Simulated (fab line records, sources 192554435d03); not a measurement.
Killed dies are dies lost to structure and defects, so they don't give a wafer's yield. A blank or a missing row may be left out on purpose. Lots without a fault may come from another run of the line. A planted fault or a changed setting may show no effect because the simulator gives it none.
fab line records | flow n5_finfet
record lots=9 wafers=25 last_day=18
route steps=1938 shown BEOL_M0_SAQP@652 BEOL_M4@1111 PASSIVATION@1936
lots that met no fault: from a run of the same line without faults
start_h: hours from the record's first day to the start of the lot's first wafer shown | wait_h: hours since the lot's step before | " the same as in the row above | L1.1+2: a row that stands for several wafers | - no value, or no start given | * or withheld: withheld | < > ~ a bound
route shown NAME@n: a module of which the file shows steps, and the number in the route of the first | usual: mean/standard deviation of fault-free wafers | same: alike in all rows | chamber/n: place in a boat | sites: the reading at each site | _std_site: their standard deviation | _edge_site: outer sites' mean less inner sites' | radius_mm: how far each site lies from the wafer's centre | mask NAME#n: copy n | behind: the tool/chamber that last shaped the wafer | hold: why the lot was held/for how many hours/how that ended | device: the transistor (n, p or np) that didn't switch | end of line: the same wafers' tests at the end of the route | a step without rows: its recipe alone | killed: dies lost to structure and defects at the first sort, not the wafer's yield | map: a wafer's dies, x killed, . not, _ none there
set.NAME: the setting as run; set.NAME@STEP: as run at that earlier step | model.NAME: the simulator's own value behind a step, which no gauge read
steps of the route over a sample of lots; a table a step, a row a wafer
services: from which hour (start_h, from the record's first day; less than 0 if before it) a tool's chamber was out of use, for how many hours, and why
## steps
# step N5_BEOL_M0_SAQP_DESCUM_19
# recipe chemistry=O2 time_s=7.9 source_power_w=50 bias_power_w=20 pressure_mtorr=20 rf_frequency_hz=2.712e+07 temp_c=40 resist=CAR-ArF o2_flow_sccm=225
# usual drypump_motor_current_A=5.49/0.27 oes_product_au=0.77/0.062 rf_vpp_V=242.8/1.4 showerhead_plenum_p_Torr=2.07/0.073 throttle_valve_pct=20.40/0.27
# same time_s=7.9
# columns lot.wafer tool chamber start_h wait_h drypump_motor_current_A oes_product_au rf_hours_counter_h rf_vpp_V showerhead_plenum_p_Torr throttle_valve_pct
L765.1 rie_diel-06 1 112.29 0.9 5.95 0.97 8 243.2 2.14 20.09
L765.2 " 3 " " 5.06 0.74 193 240.8 1.99 20.41
L765.3 " 0 " " 5.50 0.91 33 244.1 2.14 20.11
L767.1 rie_diel-01 0 123.20 0.1 5.07 0.84 59 244.1 2.13 20.59
L767.5 " 0 " " 5.07 0.85 - 243.6 2.13 20.58
L767.6 " 1 " " 5.63 0.73 - 243.7 2.17 20.45
L768.2 rie_diel-01 3 126.76 0.0 5.68 0.78 114 240.7 2.02 20.03
L768.3 " 0 " " 5.07 0.85 60 244.0 2.13 20.59
L768.6 " 3 " " 5.69 0.77 - 242.4 2.02 20.04
L772.1 rie_diel-01 2 156.95 0.0 5.66 0.73 204 243.5 2.07 20.57
L772.3 " 3 " " 5.65 0.78 122 242.9 2.01 20.06
L772.6 " 3 " " 5.64 0.78 - 242.1 2.01 20.05
L773.1 rie_diel-01 1 160.56 0.0 5.61 0.72 204 244.7 2.16 20.47
L773.2 " 2 " " 5.69 0.72 205 243.2 2.07 20.57
L778.1 rie_diel-01 1 189.52 0.0 5.58 0.71 212 243.2 2.16 20.48
L778.6 " 2 " " 5.68 0.72 - 244.0 2.07 20.58
L783.1 rie_diel-03 0 212.23 0.0 5.59 0.72 208 243.2 2.07 20.28
L783.3 " 3 " " 5.71 0.70 233 243.7 2.07 20.74
L783.5 " 3 " " 5.69 0.69 - 240.6 2.07 20.74
L784.3 rie_diel-06 1 220.70 0.1 5.96 0.88 41 243.4 2.13 20.13
L784.5 " 1 " " 5.96 0.90 - 243.6 2.13 20.14
L784.6 " 3 " " 5.05 0.71 - 240.6 1.98 20.46
L786.2 rie_diel-06 2 230.87 0.3 5.97 0.78 117 245.0 2.19 20.14
L786.5 " 3 " " 5.08 0.71 - 242.2 1.98 20.46
L786.6 " 0 " " 5.46 0.87 - 243.7 2.13 20.15
# step N5_BEOL_M0_SAQP_ETCH_83
# recipe chemistry=CF4 target=SiARC target_depth_a=390 mask_material=CAR-ArF time_s=65 ion_energy_ev=80 pressure_mtorr=40 source_w=545 bias_w=36 Ar_flow_sccm=100 cf4_flow_sccm=100 ends=cleared
# usual drypump_motor_current_A=5.49/0.27 etch_rf_on_time_s=64.8/0.88 oes_product_au=0.66/0.052 rf_vpp_V=183.8/1.1 showerhead_plenum_p_Torr=2.12/0.067 throttle_valve_pct=15.60/0.25
# columns lot.wafer tool chamber start_h wait_h drypump_motor_current_A etch_rf_on_time_s oes_product_au rf_hours_counter_h rf_vpp_V showerhead_plenum_p_Torr throttle_valve_pct
L765.1 rie_diel-06 1 112.32 0.0 5.97 63.7 0.82 8 184.7 2.19 15.23
L765.2 " 3 " " 5.08 66.1 0.62 193 182.2 2.04 15.59
L765.3 " 0 " " 5.46 64.0 0.78 33 184.7 2.18 15.23
L767.1 rie_diel-01 0 123.23 0.0 5.09 63.7 0.72 59 183.9 2.17 15.71
L767.5 " 0 " " 5.08 64.2 0.72 - 184.6 2.17 15.71
L767.6 " 1 " " 5.57 64.7 0.62 - 185.1 2.21 15.65
L768.2 rie_diel-01 3 126.80 0.0 5.68 64.1 0.66 114 182.9 2.08 15.32
L768.3 " 0 " " 5.08 64.0 0.72 60 184.1 2.17 15.70
L768.6 " 3 " " 5.66 63.9 0.67 - 184.4 2.08 15.31
L772.1 rie_diel-01 2 156.98 0.0 5.71 48.5 0.74 204 183.8 2.12 15.79
L772.3 " 3 " " 5.67 63.6 0.68 122 183.4 2.08 15.32
L772.6 " 3 " " 5.66 47.7 0.80 - 184.0 2.08 15.33
L773.1 rie_diel-01 1 160.59 0.0 5.57 48.1 0.74 204 185.7 2.20 15.69
L773.2 " 2 " " 5.70 65.5 0.61 205 183.1 2.12 15.77
L778.1 rie_diel-01 1 189.55 0.0 5.61 48.2 0.73 212 184.2 2.20 15.72
L778.6 " 2 " " 5.65 48.9 0.72 - 183.3 2.12 15.80
L783.1 rie_diel-03 0 212.27 0.0 5.57 65.5 0.62 208 184.8 2.12 15.54
L783.3 " 3 " " 5.70 65.4 0.60 233 182.6 2.11 15.92
L783.5 " 3 " " 5.68 65.3 0.60 - 184.2 2.11 15.91
L784.3 rie_diel-06 1 220.74 0.0 5.97 63.4 0.76 41 185.1 2.18 15.29
L784.5 " 1 " " 5.99 63.2 0.75 - 183.6 2.18 15.31
L784.6 " 3 " " 5.06 65.5 0.61 - 183.8 2.03 15.67
L786.2 rie_diel-06 2 230.90 0.0 5.97 64.4 0.67 117 186.2 2.23 15.33
L786.5 " 3 " " 5.08 65.6 0.60 - 181.8 2.03 15.67
L786.6 " 0 " " 5.45 63.3 0.73 - 185.2 2.17 15.30
# step N5_BEOL_M0_SAQP_ETCH_84
# recipe chemistry=N2/H2 target=SOC target_depth_a=1000 overetch_a=200 mask_material=SiARC temp_c=40 time_s=150 ion_energy_ev=200 pressure_mtorr=30 source_w=840 bias_w=150 n2_flow_sccm=200 h2_flow_sccm=200
# usual drypump_motor_current_A=5.50/0.27 oes_product_au=0.69/0.05 rf_vpp_V=523.3/2.5 showerhead_plenum_p_Torr=2.52/0.088 throttle_valve_pct=17.83/0.26
# same time_s=150
# columns lot.wafer tool chamber start_h wait_h drypump_motor_current_A oes_product_au rf_hours_counter_h rf_vpp_V showerhead_plenum_p_Torr throttle_valve_pct
L765.1 rie_diel-06 1 112.37 0.0 5.97 0.84 8 526.7 2.60 17.58
L765.2 " 3 " " 5.07 0.66 193 520.1 2.42 17.90
L765.3 " 0 " " 5.47 0.80 33 527.2 2.59 17.43
L767.1 rie_diel-01 0 123.28 0.0 5.06 0.75 59 525.7 2.58 17.91
L767.5 " 0 " " 5.07 0.75 - 523.3 2.58 17.88
L767.6 " 1 " " 5.58 0.65 - 526.5 2.64 17.91
L768.2 rie_diel-01 3 126.85 0.0 5.66 0.70 114 522.4 2.46 17.64
L768.3 " 0 " " 5.09 0.76 60 523.9 2.58 17.88
L768.6 " 3 " " 5.68 0.69 - 521.1 2.46 17.66
L772.1 rie_diel-01 2 157.03 0.0 5.70 0.65 204 523.4 2.52 18.03
L772.3 " 3 " " 5.66 0.69 122 522.4 2.46 17.64
L772.6 " 3 " " 5.65 0.69 - 521.7 2.46 17.65
L773.1 rie_diel-01 1 160.64 0.0 5.60 0.65 204 526.5 2.63 17.94
L773.2 " 2 " " 5.70 0.65 205 521.3 2.52 18.03
L778.1 rie_diel-01 1 189.60 0.0 5.58 0.64 212 526.2 2.63 17.94
L778.6 " 2 " " 5.70 0.64 - 524.0 2.52 18.04
L783.1 rie_diel-03 0 212.32 0.0 5.60 0.66 208 520.6 2.51 17.61
L783.3 " 3 " " 5.70 0.62 233 521.9 2.51 18.16
L783.5 " 3 " " 5.70 0.63 - 523.3 2.51 18.18
L784.3 rie_diel-06 1 220.79 0.0 6.00 0.78 41 524.4 2.59 17.61
L784.5 " 1 " " 5.97 0.77 - 524.8 2.59 17.63
L784.6 " 3 " " 5.08 0.64 - 520.7 2.41 17.96
L786.2 rie_diel-06 2 230.95 0.0 5.94 0.70 117 526.2 2.67 17.77
L786.5 " 3 " " 5.06 0.64 - 522.6 2.41 17.97
L786.6 " 0 " " 5.48 0.77 - 524.1 2.58 17.51
# step N5_BEOL_M0_SAQP_HM_OPEN_112
# recipe chemistry=CHF3/O2 target=SiO2 stop_on=a-Si target_depth_a=120 over_etch_frac=1.25 mask_material=SOC time_s=13.5 pressure_mtorr=30 source_w=650 bias_w=170 Ar_flow_sccm=200 CHF3_flow_sccm=50 O2_flow_sccm=5 ion_energy_ev=200 ends=end_point
# usual drypump_motor_current_A=5.50/0.27 oes_product_au=0.50/0.036 rf_vpp_V=525/5.2 showerhead_plenum_p_Torr=2.39/0.075 throttle_valve_pct=18.82/0.25
# columns lot.wafer tool chamber start_h wait_h drypump_motor_current_A oes_product_au rf_hours_counter_h rf_vpp_V showerhead_plenum_p_Torr throttle_valve_pct
L765.1 rie_diel-06 1 112.48 0.0 5.99 0.61 8 526 2.47 18.53
L765.2 " 3 " " 5.09 0.47 193 526 2.29 18.80
L765.3 " 0 " " 5.46 0.58 33 530 2.45 18.47
L767.1 rie_diel-01 0 123.39 0.0 5.07 0.55 59 528 2.45 18.97
L767.5 " 0 " " 5.06 0.55 - 529 2.45 18.97
L767.6 " 1 " " 5.58 0.48 - 526 2.48 18.85
L768.2 rie_diel-01 3 126.95 0.0 5.68 0.50 114 522 2.34 18.53
L768.3 " 0 " " 5.06 0.55 60 530 2.45 18.98
L768.6 " 3 " " 5.68 0.51 - 522 2.34 18.55
L772.1 rie_diel-01 2 157.14 0.0 5.68 0.47 204 528 2.39 18.97
L772.3 " 3 " " 5.66 0.50 122 520 2.34 18.55
L772.6 " 3 " " 5.66 0.51 - 521 2.34 18.55
L773.1 rie_diel-01 1 160.75 0.0 5.56 0.47 204 525 2.48 18.86
L773.2 " 2 " " 5.70 0.47 205 530 2.39 19.00
L778.1 rie_diel-01 1 189.71 0.0 5.61 0.47 212 525 2.48 18.86
L778.6 " 2 " " 5.70 0.48 - 530 2.39 19.01
L783.1 rie_diel-03 0 212.42 0.0 5.59 0.47 208 512 2.39 18.74
L783.3 " 3 " " 5.69 0.46 233 524 2.37 19.08
L783.5 " 3 " " 5.71 0.45 - 525 2.37 19.10
L784.3 rie_diel-06 1 220.89 0.0 5.99 0.57 41 524 2.45 18.56
L784.5 " 1 " " 5.99 0.56 - 525 2.45 18.57
L784.6 " 3 " " 5.07 0.47 - 525 2.28 18.85
L786.2 rie_diel-06 2 231.06 0.0 5.94 0.51 117 531 2.51 18.51
L786.5 " 3 " " 5.06 0.47 - 526 2.28 18.85
L786.6 " 0 " " 5.46 0.56 - 530 2.44 18.53
# step N5_BEOL_M4_RC_MEAS_101
# usual DIBL_N=35.9/1.3 DIBL_P=35.9/1.5 IOFF_N=0.152/0.023 IOFF_P=0.204/0.027 ION_N=673/9.2 ION_P=462/6.7 SS_N=71.4/0.48 SS_P=73.2/0.55 VT_N=250.3/2.6 VT_P=-250.6/3
# columns lot.wafer tool chamber start_h wait_h DIBL_N[mV/V] DIBL_P[mV/V] IOFF_N[nA/um] IOFF_P[nA/um] ION_N[uA/um] ION_P[uA/um] SS_N[mV/dec] SS_P[mV/dec] VT_N[mV] VT_P[mV]
L765.1 prober-02 0 180.88 0.0 35.2 35.1 0.120 0.163 662 455 70.9 72.3 255.4 -253.8
L765.2 " 0 " " 37.0 38.1 0.155 0.207 671 468 71.2 72.6 251.9 -251.8
L765.3 " 0 " " 37.2 37.3 0.149 0.193 659 450 71.6 73.2 250.1 -251.3
L767.1 prober-02 0 188.38 0.0 33.8 34.7 0.143 0.199 667 461 71.0 72.4 250.9 -250.0
L767.5 " 0 " " 33.5 34.5 0.133 0.186 672 464 71.5 72.5 250.1 -250.8
L767.6 " 0 " " 33.9 35.1 0.139 0.199 663 464 70.9 72.8 250.9 -250.2
L768.2 prober-02 0 210.39 0.2 36.5 37.3 0.167 0.198 677 461 70.8 74.3 249.8 -253.7
L768.3 " 0 " " 35.0 36.3 0.150 0.182 679 452 71.0 73.0 252.0 -254.3
L768.6 " 0 " " 36.1 37.1 0.163 0.197 680 462 71.5 73.2 248.3 -251.2
L773.1 prober-01 0 238.39 0.0 36.2 35.5 0.162 0.209 687 467 71.6 73.1 246.1 -248.9
L773.2 " 0 " " 37.4 37.4 0.183 0.233 680 468 71.8 74.2 245.8 -249.6
L772.1 prober-02 0 240.07 0.2 34.9 35.7 0.133 0.189 680 467 71.8 73.1 252.7 -250.8
L772.3 " 0 " " 34.8 33.9 0.126 0.161 670 454 71.0 73.6 253.6 -254.7
L772.6 " 0 " " 34.8 34.9 0.130 0.178 668 462 71.0 72.1 253.5 -252.7
L778.1 prober-02 0 274.88 0.0 36.3 33.9 0.147 0.227 669 472 71.5 72.4 248.6 -244.2
L778.6 " 0 " " 38.0 36.4 0.184 0.275 692 477 71.6 73.6 247.6 -243.5
L783.1 prober-02 0 302.23 0.0 34.5 36.0 0.143 0.198 681 470 71.5 73.3 252.2 -248.9
L783.3 " 0 " " 33.8 35.6 0.137 0.187 665 466 71.2 73.1 253.1 -253.0
L783.5 " 0 " " 35.7 37.6 0.164 0.223 681 467 71.5 73.5 249.4 -251.9
L784.3 prober-01 0 305.57 0.3 36.5 36.4 0.174 0.228 688 471 71.9 72.9 246.3 -248.1
L784.5 " 0 " " 35.8 35.8 0.162 0.218 681 469 72.0 72.9 248.6 -249.2
L784.6 " 0 " " 36.4 36.3 0.172 0.228 677 468 71.1 72.5 245.5 -247.2
L786.2 prober-02 0 313.59 0.2 35.1 35.8 0.128 0.167 669 455 71.1 73.3 255.3 -254.2
L786.5 " 0 " " 35.0 36.8 0.132 0.175 668 454 71.7 73.4 253.2 -253.3
L786.6 " 0 " " 35.1 36.6 0.138 0.171 672 456 71.8 73.2 252.9 -257.5
# step N5_PASSIVATION_PROBE_49
# usual defect_limited_yield=91.0/1.5 killed_at_M0_to_M3=37/12 killed_at_M4_up=13/5 killed_at_contacts=13/6.1 killed_at_front_end=39/11 killed_at_other=4/3.2 killed_dies=106/17 killed_on_rim=13/4.2 killed_open=69/12 killed_short=35/7.9 sort_bin_5_function=5.3/1 sort_bin_6_memory=3.3/0.68 sort_n_pass=1074/17 sort_yield_pct=91.0/1.5
# same gross_dies=1180 killed_at_back_side=0 sort_bin_4_leakage[%]=0 sort_bin_8_speed[%]=0
# columns lot.wafer tool chamber start_h wait_h defect_limited_yield[%] killed_at_M0_to_M3 killed_at_M4_up killed_at_contacts killed_at_front_end killed_at_other killed_dies killed_on_rim killed_open killed_short sort_bin_5_function[%] sort_bin_6_memory[%] sort_n_pass sort_yield_pct[%]
L773.1 prober-02 - 346.18 0.3 89.7 50 20 6 45 0 121 23 80 40 5.8 4.2 1059 89.7
L773.2 prober-02 - 346.23 0.4 90.8 54 6 11 36 2 109 11 80 26 6.2 2.8 1071 90.8
L772.1 prober-02 - 355.92 0.0 89.1 57 14 14 41 3 129 13 80 48 6.5 3.9 1051 89.1
L772.3 prober-02 - 356.02 0.1 91.4 51 12 16 21 2 102 12 66 34 5.5 2.7 1078 91.4
L772.6 prober-02 - 356.17 0.3 92.7 24 22 5 30 5 86 13 56 27 4.7 2.4 1094 92.7
# killed by level:class
L773.1 FIN_SAQP:geometric_particle:open=18 FIN_SAQP:geometric_particle:short=17 BEOL_M3:geometric_particle:open=12 BEOL_M2:geometric_particle:open=11 BEOL_M0_SAQP:geometric_particle:short=8 BEOL_M1:geometric_particle:open=8 MOL_CONTACT_COAG:geometric_particle:open=6 BEOL_M0_SAQP:geometric_particle:open=5
L773.2 BEOL_M1:geometric_particle:open=15 MOL_CONTACT_COAG:geometric_particle:open=10 BEOL_M3:geometric_particle:open=10 BEOL_M1:geometric_particle:short=8 STI_FIN_REVEAL:geometric_particle:open=7 BEOL_M0_SAQP:geometric_particle:open=7 BEOL_M2:geometric_particle:open=7 DUMMY_GATE:geometric_particle:open=5
L772.1 BEOL_M0_SAQP:geometric_particle:short=22 STI_FIN_REVEAL:geometric_particle:open=15 BEOL_M0_SAQP:geometric_particle:open=15 MOL_CONTACT_COAG:geometric_particle:open=10 GATE_CUT:geometric_particle:short=6 DUMMY_GATE:geometric_particle:open=5 BEOL_M3:geometric_particle:open=5 BEOL_M5:geometric_particle:open=5
L772.3 BEOL_M0_SAQP:geometric_particle:short=16 MOL_CONTACT_COAG:geometric_particle:open=15 BEOL_M0_SAQP:geometric_particle:open=15 BEOL_M2:geometric_particle:open=9 STI_FIN_REVEAL:geometric_particle:open=5 GATE_CUT:geometric_particle:short=5 BEOL_M3:geometric_particle:open=4 BEOL_M1:geometric_particle:open=3
L772.6 BEOL_M4:geometric_particle:open=9 GATE_CUT:geometric_particle:short=5 BEOL_M0_SAQP:geometric_particle:open=5 BEOL_M0_SAQP:geometric_particle:short=5 BEOL_M2:geometric_particle:open=5 STI_FIN_REVEAL:geometric_particle:open=4 DUMMY_GATE:geometric_particle:open=4 SPACER0:geometric_particle:open=4
## services
# columns tool chamber start_h hours kind
rie_diel-03 3 91.98 1.4 repair
rie_diel-03 - 110.52 4.3 pm
rie_diel-03 0 122.22 3.0 repair
rie_diel-03 0 125.87 9.6 repair
rie_diel-01 0 135.30 1.6 repair
rie_diel-06 2 146.56 6.0 repair
rie_diel-03 2 152.31 9.3 repair
rie_diel-03 1 174.66 6.3 repair
rie_diel-01 0 210.39 10.2 repair
## key
first_sign step=N5_BEOL_M0_SAQP_ETCH_83 reading=etch_rf_on_time_s direction=down sigmas=19 usual=* struck=*
effect step=N5_BEOL_M0_SAQP_ETCH_83 reading=oes_product_au direction=up sigmas=1.7 usual=0.66 struck=0.75
met_at N5_BEOL_M0_SAQP_ETCH_83
struck_lots L772,L773,L778
struck_wafers L772.1,L772.6,L773.1,L778.1,L778.6
not_acting_at N5_BEOL_M0_SAQP_DESCUM_19,N5_BEOL_M0_SAQP_ETCH_84,N5_BEOL_M0_SAQP_HM_OPEN_112
onset_between 126.80 156.98
fault kind=process_parameter_drift tool=rie_diel-01 chamber=- onset_h=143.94 steps=N5_BEOL_M0_SAQP_ETCH_83 channel=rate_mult offset=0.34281 shape=step end_h=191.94 scope=struck_wafers_only
